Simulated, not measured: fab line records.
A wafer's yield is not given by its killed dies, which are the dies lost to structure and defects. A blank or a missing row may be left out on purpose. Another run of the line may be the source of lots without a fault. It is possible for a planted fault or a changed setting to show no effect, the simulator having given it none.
Chamber matching ; flow n5Finfet ; rieSi-05 running N5_FIN_SAQP_ETCH_65: 4 sister chambers
The step etches SiO2 in CF4, target depth 4 nm, time 4.4 s. 8 wafers are shown with their chamber, then 7 later ones without.

WAFERS PAIRED WITH THEIR CHAMBERS
wafer;chamber;throttleValvePct (%);rfFwdPowerW (W)
L074.1;0;22.17;783
L074.5;3;22.03;789
L075.1;0;22.15;784
L079.4;1;21.92;791
L079.5;2;21.92;793
L079.6;3;22.06;788
L080.2;2;21.91;789
L080.3;1;21.93;788

WAFERS WHOSE CHAMBER IS MISSING
wafer;throttleValvePct (%);rfFwdPowerW (W)
L080.6;21.92;791
L082.1;22.11;780
L082.5;21.92;790
L082.6;21.92;794
L083.1;21.92;787
L083.4;22.11;784
L083.6;21.94;790

EACH ONE'S CHAMBER
wafer;from the rows above;in truth
L080.6;can't be placed: 2 or 1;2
L082.1;0;0
L082.5;can't be placed: 1 or 2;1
L082.6;can't be placed: 2 or 1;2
L083.1;can't be placed: 1 or 2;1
L083.4;can't be placed: 0 or 3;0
L083.6;can't be placed: 1 or 2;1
Correctly placed: 1 of 7. Can't be placed from these rows: 6 (the true chamber is among the candidates in 6). Wrongly placed: 0.
How it was worked out, from the rows above alone: a wafer's distance from a chamber is the root of the sum, over the readings, of the square of ((its reading less the chamber's mean) divided by the reading's scatter). If the next closest chamber is less than 2 further off than the closest, the wafer can't be placed; otherwise it belongs to the closest. The mean given for a chamber averages the wafers shown for that chamber. How the scatter is found: for the shown wafers, subtract from each reading the mean of its chamber, square and add these, divide the total by (wafers less chambers), then take the root.
